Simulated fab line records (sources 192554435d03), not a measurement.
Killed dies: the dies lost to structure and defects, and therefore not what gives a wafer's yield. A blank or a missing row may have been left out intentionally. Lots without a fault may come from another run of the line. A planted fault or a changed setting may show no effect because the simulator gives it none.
Which of the tools did it?	flow n5Finfet	24 lots with 72 wafers sampled at 6 steps, on a route of 1938 steps

== WHAT THE GAUGES READ, wafer by wafer ==
N5_BEOL_M5_OCD_MEAS_38. Usual: trenchDepthNm reads 71.1 nm (standard deviation 1.2).
lot	measured	on	trenchDepthNm (nm)	flag
L074	day 8 20:37	ocd-02	71.5 69.4 70.5	
L075	day 8 20:48	ocd-02	67.6 71.2 71.9	
L076	day 9 10:44	ocd-01	69.3 69.1 71.6	
L077	day 9 10:33	ocd-01	72.7 71.0 70.9	
L078	day 9 15:58	ocd-02	70.6 72.0 69.9	
L080	day 9 20:23	ocd-02	68.5 72.7 72.5	
L079	day 9 20:02	ocd-02	69.5 71.6 68.6	
L082	day 10 14:48	ocd-01	70.5 69.5 69.7	
L081	day 10 16:55	ocd-02	71.8 70.2 70.1	
L083	day 10 21:50	ocd-02	69.2 72.7 72.9	
L084	day 10 21:56	ocd-01	71.8 70.7 69.8	
L085	day 11 18:24	ocd-01	72.6 71.0 72.8	
L087	day 11 17:57	ocd-01	71.1 70.8 69.4	
L088	day 11 20:07	ocd-02	70.5 71.6 71.0	
L086	day 12 01:34	ocd-01	70.4 70.6 69.7	
L089	day 12 08:40	ocd-01	72.7 71.2 72.3	
L091	day 12 10:41	ocd-01	71.1 70.4 70.6	
L090	day 12 20:56	ocd-02	73.2 71.8 73.0	
L092	day 13 00:46	ocd-01	70.6 70.5 70.9	
L093	day 13 07:03	ocd-01	71.0 70.6 71.7	
L094	day 13 21:05	ocd-02	72.3 72.7 71.1	
L095	day 13 22:06	ocd-01	72.9 73.2 71.8	
L097	day 14 19:13	ocd-01	71.6 71.0 71.1	
L096	day 15 00:25	ocd-01	72.1 69.9 71.3	

N5_BEOL_M6_THK_MEAS_01. Usual: for M6_ILD_THK the level is 154.4 nm and the standard deviation is 1.9.
lot	measured	on	M6_ILD_THK (nm)	flag
L074	day 9 03:49	filmMetro-02	151.3 154.3 153.3	
L075	day 9 06:10	filmMetro-01	153.3 155.0 154.7	
L076	day 9 18:24	filmMetro-02	154.6 153.8 156.4	
L077	day 9 17:57	filmMetro-01	150.2 153.9 154.7	
L078	day 9 23:33	filmMetro-01	152.7 158.3 156.0	
L080	day 10 04:07	filmMetro-02	151.9 152.8 155.0	
L079	day 10 04:01	filmMetro-01	153.2 153.8 155.6	
L082	day 11 00:18	filmMetro-01	154.3 157.1 155.5	
L081	day 11 01:08	filmMetro-01	154.5 155.4 157.2	
L083	day 11 06:05	filmMetro-02	153.5 154.6 154.0	
L084	day 11 06:08	filmMetro-02	152.9 152.6 155.4	
L085	day 12 02:28	filmMetro-02	154.5 156.1 155.2	
L087	day 12 06:13	filmMetro-01	151.9 156.5 156.7	
L088	day 12 03:53	filmMetro-01	154.1 151.3 157.3	
L086	day 12 09:28	filmMetro-01	152.3 155.0 155.5	
L089	day 12 16:50	filmMetro-01	154.6 157.4 155.3	
L091	day 12 18:42	filmMetro-01	151.2 153.6 156.2	
L090	day 13 04:31	filmMetro-02	153.5 157.5 161.0	
L092	day 13 10:28	filmMetro-01	150.9 155.4 154.0	
L093	day 13 14:38	filmMetro-01	157.7 154.6 155.9	
L094	day 14 05:16	filmMetro-01	156.1 154.7 157.9	
L095	day 14 06:35	filmMetro-02	152.1 156.0 152.9	
L097	day 15 02:44	filmMetro-01	152.6 154.2 153.2	
L096	day 15 07:46	filmMetro-01	153.0 153.8 152.5	

N5_BEOL_M6_CD_MEAS_11: the cd target is 38.5 nm. Usual: cdNm reads 38.5 nm (standard deviation 0.5).
lot	measured	on	cdNm (nm)	flag
L074	day 9 05:25	cdSem-02	38.0 37.6 38.7	
L075	day 9 08:11	cdSem-03	39.6 38.4 38.4	
L076	day 9 20:25	cdSem-03	38.1 38.6 38.2	
L077	day 9 20:13	cdSem-02	38.5 38.4 37.7	
L078	day 10 02:25	cdSem-03	38.8 37.8 39.0	
L080	day 10 06:08	cdSem-01	38.9 38.8 37.9	
L079	day 10 05:58	cdSem-01	38.0 38.6 38.0	
L082	day 11 04:31	cdSem-01	39.3 38.8 37.9	
L081	day 11 04:34	cdSem-03	38.1 39.4 37.9	
L083	day 11 07:05	cdSem-02	38.6 38.9 38.3	
L084	day 11 07:19	cdSem-02	38.6 37.9 38.0	
L085	day 12 03:13	cdSem-03	38.4 39.0 37.6	
L087	day 12 07:57	cdSem-03	38.2 37.6 39.0	
L088	day 12 05:28	cdSem-02	38.7 38.1 37.8	
L086	day 12 11:14	cdSem-02	37.9 38.7 39.8	
L089	day 12 18:58	cdSem-03	38.6 39.3 38.8	
L091	day 12 19:35	cdSem-03	38.3 39.2 38.8	
L090	day 13 06:01	cdSem-02	38.1 38.7 38.7	
L092	day 13 13:52	cdSem-03	38.6 38.4 37.9	
L093	day 13 15:50	cdSem-02	38.2 39.1 38.7	
L094	day 14 06:02	cdSem-03	38.3 38.6 39.3	
L095	day 14 09:11	cdSem-03	37.8 38.2 39.0	
L097	day 15 03:43	cdSem-01	39.3 39.0 38.8	
L096	day 15 09:01	cdSem-03	38.6 38.6 38.4	

== TOOL THAT RAN EACH LOT (tool first, then ch and the chambers of the sampled wafers, then the start) ==
lot	N5_BEOL_M5_STRIP_64	N5_BEOL_M5_STRIP_19	N5_BEOL_M5_ETCH_67
L074	rieDiel-02 ch 1,3, day 8 19:17	rieDiel-06 ch 2,3, day 8 19:33	rieDiel-04 ch 1,2, day 8 20:15
L075	rieDiel-06 ch 0,2, day 8 19:32	rieDiel-06 ch 0,3, day 8 19:41	rieDiel-02 ch 0,1,2, day 8 20:26
L076	rieDiel-06 ch 0,2,3, day 9 09:06	rieDiel-06 ch 0,2, day 9 09:26	rieDiel-04 ch 1,2,3, day 9 10:21
L077	rieDiel-06 ch 0,2,3, day 9 09:20	rieDiel-04 ch 1,2, day 9 09:29	rieDiel-06 ch 2,3, day 9 10:11
L078	rieDiel-04 ch 1,3, day 9 12:13	rieDiel-06 ch 0,2,3, day 9 12:22	rieDiel-06 ch 0,2, day 9 15:35
L080	rieDiel-02 ch 1,2,3, day 9 17:30	rieDiel-04 ch 0,1, day 9 17:41	rieDiel-02 ch 1,2,3, day 9 20:02
L079	rieDiel-04 ch 0,1, day 9 17:38	rieDiel-02 ch 0,1,3, day 9 17:55	rieDiel-04 ch 1,2,3, day 9 19:40
L082	rieDiel-02 ch 0,1, day 10 13:21	rieDiel-04 ch 0,1, day 10 13:40	rieDiel-04 ch 1,2, day 10 14:26
L081	rieDiel-02 ch 2,3, day 10 13:56	rieDiel-04 ch 2,3, day 10 14:11	rieDiel-04 ch 1,2,3, day 10 16:33
L083	rieDiel-04 ch 1,3, day 10 18:03	rieDiel-06 ch 0,2,3, day 10 18:14	rieDiel-02 ch 2,3, day 10 21:28
L084	rieDiel-02 ch 1,2,3, day 10 18:13	rieDiel-06 ch 0,2,3, day 10 18:25	rieDiel-06 ch 0,2,3, day 10 21:35
L085	rieDiel-06 ch 2,3, day 11 15:04	rieDiel-02 ch 0,1, day 11 15:18	rieDiel-02 ch 0,3, day 11 18:02
L087	rieDiel-06 ch 0,2,3, day 11 15:20	rieDiel-06 ch 0,2, day 11 15:29	rieDiel-04 ch 2,3, day 11 17:35
L088	rieDiel-06 ch 2,3, day 11 18:55	rieDiel-06 ch 0,2,3, day 11 19:04	rieDiel-04 ch 1,3, day 11 19:44
L086	rieDiel-02 ch 2,3, day 11 21:28	rieDiel-04 ch 0,2, day 11 21:37	rieDiel-04 ch 1,2,3, day 12 01:12
L089	rieDiel-02 ch 0,1,3, day 12 02:10	rieDiel-02 ch 0,3, day 12 02:19	rieDiel-04 ch 0,2,3, day 12 08:18
L091	rieDiel-06 ch 1,3, day 12 09:18	rieDiel-06 ch 1,3, day 12 09:27	rieDiel-04 ch 2,3, day 12 10:19
L090	rieDiel-06 ch 0,1,3, day 12 19:34	rieDiel-06 ch 0,1,2, day 12 19:52	rieDiel-02 ch 1,2, day 12 20:34
L092	rieDiel-02 ch 0,1, day 12 23:05	rieDiel-04 ch 0,1, day 12 23:20	rieDiel-04 ch 0,1, day 13 00:14
L093	rieDiel-06 ch 0,3, day 13 01:41	rieDiel-02 ch 0,3, day 13 01:50	rieDiel-04 ch 0,1, day 13 06:32
L094	rieDiel-04 ch 0,1,2, day 13 19:40	rieDiel-04 ch 1,2,3, day 13 19:50	rieDiel-02 ch 0,2,3, day 13 20:43
L095	rieDiel-02 ch 0,3, day 13 19:56	rieDiel-06 ch 0,2,3, day 13 20:08	rieDiel-02 ch 0,1,3, day 13 21:44
L097	rieDiel-06 ch 0,1,3, day 14 16:32	rieDiel-04 ch 1,3, day 14 16:47	rieDiel-04 ch 0,1,2, day 14 18:51
L096	rieDiel-02 ch 0,1,2, day 14 19:56	rieDiel-06 ch 0,1,2, day 14 20:05	rieDiel-06 ch 0,2,3, day 15 00:02
- N5_BEOL_M5_STRIP_64: strips in CF4.
- N5_BEOL_M5_STRIP_19: strips in O2.
- N5_BEOL_M5_ETCH_67: etches SiARC in CF4, target depth 15.6 nm, time 26 s.

== WHAT THE TOOLS THEMSELVES READ (means of the sampled wafers that have a number; where no wafer has one, the mark that the record gives instead) ==
N5_BEOL_M5_STRIP_64. Usual: drypumpMotorCurrentA 5.5 A, standard deviation 0.45; oesProductAu 0.79 a.u., standard deviation 0.083; rfFwdPowerW 292.5 W, standard deviation 0.83; rfVppV 270.8 V, standard deviation 1.4; showerheadPlenumPTorr 1.78 Torr, standard deviation 0.046; throttleValvePct 13.7 %, standard deviation 0.32.
lot	tool	drypumpMotorCurrentA (A)	oesProductAu (a.u.)	rfFwdPowerW (W)	rfVppV (V)	showerheadPlenumPTorr (Torr)	throttleValvePct (%)	flag
L074	rieDiel-02	5.6	0.80	292.8	270.0	1.75	13.5	
L075	rieDiel-06	5.0	0.92	293.3	271.1	1.81	13.4	
L076	rieDiel-06	5.1	0.83	292.7	270.8	1.77	13.6	
L077	rieDiel-06	5.1	0.83	293.0	270.5	1.77	13.6	
L078	rieDiel-04	5.7	0.73	293.0	271.8	1.83	13.5	
L080	rieDiel-02	5.6	0.74	292.4	270.5	1.76	13.7	
L079	rieDiel-04	5.9	0.89	292.6	271.8	1.79	13.5	
L082	rieDiel-02	5.9	0.78	292.2	271.1	1.75	13.5	
L081	rieDiel-02	5.6	0.70	292.4	270.4	1.77	13.8	
L083	rieDiel-04	5.7	0.72	292.0	271.9	1.83	13.5	
L084	rieDiel-02	5.6	0.74	293.0	269.9	1.76	13.7	
L085	rieDiel-06	5.0	0.83	293.4	271.2	1.79	13.5	
L087	rieDiel-06	5.1	0.79	292.5	271.3	1.77	13.7	
L088	rieDiel-06	5.1	0.76	292.7	270.3	1.75	13.7	
L086	rieDiel-02	5.3	0.71	292.1	269.9	1.75	14.0	
L089	rieDiel-02	5.6	0.76	291.7	270.7	1.75	13.8	
L091	rieDiel-06	5.2	0.85	292.6	272.0	1.84	13.5	
L090	rieDiel-06	5.2	0.80	293.0	271.3	1.79	13.7	
L092	rieDiel-02	5.9	0.74	291.6	269.9	1.76	13.8	
L093	rieDiel-06	5.3	0.77	292.5	268.9	1.75	13.9	
L094	rieDiel-04	6.1	0.86	291.6	271.5	1.80	13.5	
L095	rieDiel-02	5.7	0.72	292.3	270.2	1.76	14.0	
L097	rieDiel-06	5.3	0.79	291.9	271.4	1.79	13.7	
L096	rieDiel-02	5.9	0.79	292.9	270.5	1.76	13.6	

N5_BEOL_M5_STRIP_19. Usual: drypumpMotorCurrentA 5.5 A, standard deviation 0.5; oesProductAu 0.80 a.u., standard deviation 0.092; rfVppV 3.6 V, standard deviation 0.45; showerheadPlenumPTorr 2.08 Torr, standard deviation 0.071; throttleValvePct 16.72 %, standard deviation 0.27.
lot	tool	drypumpMotorCurrentA (A)	oesProductAu (a.u.)	rfVppV (V)	showerheadPlenumPTorr (Torr)	throttleValvePct (%)	flag
L074	rieDiel-06	5.1	0.81	4.2	2.04	16.68	
L075	rieDiel-06	5.3	0.78	3.6	2.01	16.87	
L076	rieDiel-06	5.0	0.91	3.6	2.11	16.51	
L077	rieDiel-04	6.4	0.75	3.7	2.14	16.71	
L078	rieDiel-06	5.1	0.83	3.5	2.06	16.69	
L080	rieDiel-04	5.9	0.89	3.5	2.10	16.71	
L079	rieDiel-02	5.7	0.77	3.5	2.03	16.79	
L082	rieDiel-04	6.2	0.82	3.8	2.11	16.62	
L081	rieDiel-04	5.8	0.69	3.2	2.16	16.97	
L083	rieDiel-06	5.2	0.82	3.7	2.05	16.71	
L084	rieDiel-06	5.1	0.82	4.0	2.05	16.70	
L085	rieDiel-02	5.9	0.80	3.6	2.05	16.62	
L087	rieDiel-06	5.0	0.88	2.9	2.11	16.53	
L088	rieDiel-06	5.1	0.80	3.7	2.05	16.73	
L086	rieDiel-04	5.9	0.76	3.4	2.13	17.03	
L089	rieDiel-02	5.3	0.75	3.3	2.02	17.04	
L091	rieDiel-06	5.3	0.78	3.6	2.06	16.76	
L090	rieDiel-06	5.1	0.87	3.7	2.14	16.58	
L092	rieDiel-04	6.2	0.79	3.6	2.10	16.65	
L093	rieDiel-02	5.3	0.74	4.1	2.01	17.05	
L094	rieDiel-04	6.0	0.81	3.4	2.14	16.62	
L095	rieDiel-06	5.1	0.78	3.3	2.04	16.77	
L097	rieDiel-04	6.1	0.73	3.6	2.12	16.61	
L096	rieDiel-06	5.1	0.85	4.1	2.13	16.61	

N5_BEOL_M5_ETCH_67. Usual: biasW 36.01 W, standard deviation 0.11; drypumpMotorCurrentA 5.7 A, standard deviation 0.49; etchRfOnTimeS 26.2 s, standard deviation 0.6; oesProductAu 0.66 a.u., standard deviation 0.074; rfFwdPowerW 531.7 W, standard deviation 2; rfVppV 183.8 V, standard deviation 1; showerheadPlenumPTorr 2.14 Torr, standard deviation 0.053; throttleValvePct 15.69 %, standard deviation 0.29.
lot	tool	biasW (W)	drypumpMotorCurrentA (A)	etchRfOnTimeS (s)	oesProductAu (a.u.)	rfFwdPowerW (W)	rfVppV (V)	showerheadPlenumPTorr (Torr)	throttleValvePct (%)	flag
L074	rieDiel-04	35.94	6.4	26.3	0.64	530.5	184.0	2.17	15.57	
L075	rieDiel-02	35.98	5.9	26.2	0.64	532.3	183.7	2.11	15.61	
L076	rieDiel-04	35.96	6.0	26.6	0.62	532.6	184.4	2.19	15.64	
L077	rieDiel-06	36.00	5.0	26.5	0.73	532.0	184.1	2.15	15.52	
L078	rieDiel-06	35.97	5.0	26.9	0.75	532.0	183.6	2.16	15.44	
L080	rieDiel-02	35.92	5.6	25.9	0.65	532.4	182.2	2.09	15.67	
L079	rieDiel-04	36.00	6.0	26.7	0.61	528.9	184.7	2.19	15.66	
L082	rieDiel-04	36.00	6.2	26.9	0.60	531.0	183.8	2.18	15.83	
L081	rieDiel-04	35.99	6.0	26.5	0.61	531.6	184.9	2.18	15.67	
L083	rieDiel-02	36.04	5.3	26.2	0.62	529.6	183.6	2.09	15.95	
L084	rieDiel-06	36.02	5.1	26.5	0.69	530.6	183.2	2.12	15.70	
L085	rieDiel-02	36.10	5.3	25.6	0.64	533.5	183.2	2.09	16.10	
L087	rieDiel-04	36.00	5.6	26.4	0.58	531.3	184.1	2.21	15.77	
L088	rieDiel-04	35.92	6.1	26.6	0.63	529.9	184.0	2.16	15.47	
L086	rieDiel-04	35.96	6.0	26.3	0.61	532.3	184.2	2.18	15.69	
L089	rieDiel-04	36.00	5.6	26.1	0.65	532.8	185.1	2.17	15.79	
L091	rieDiel-04	35.99	5.6	26.4	0.58	531.7	185.5	2.21	15.78	
L090	rieDiel-02	35.97	5.8	25.4	0.74	533.0	183.3	2.09	15.28	
L092	rieDiel-04	36.16	6.2	26.2	0.68	531.7	183.5	2.12	15.51	
L093	rieDiel-04	36.02	6.2	26.1	0.68	529.6	183.3	2.12	15.51	
L094	rieDiel-02	36.02	5.6	26.0	0.68	530.3	183.3	2.10	15.81	
L095	rieDiel-02	36.04	5.6	25.3	0.65	534.4	183.2	2.09	15.86	
L097	rieDiel-04	36.01	6.0	26.4	0.72	532.1	183.8	2.14	15.57	
L096	rieDiel-06	36.00	5.2	26.6	0.66	531.0	183.8	2.10	15.78	

== THE ANSWER, worked out from the rows above alone ==
Rule: a lot counts as off when the mean over its wafers that have a number is more than 3 standard deviations away from the usual mean. Also off: a lot with no number at a reading for which 4 or more lots have one. The other lots that the step has rows for count as sound. After the gauges, taken in route order, come the tools' own readings; for these a lot's mean is taken, as printed above. At the first step where some lot is off, the reading lying furthest off is the one used; lots without a number count as furthest.
None of the lots is off at any reading shown; this tells nothing.

== WHAT THE SIMULATOR PUT IN ==
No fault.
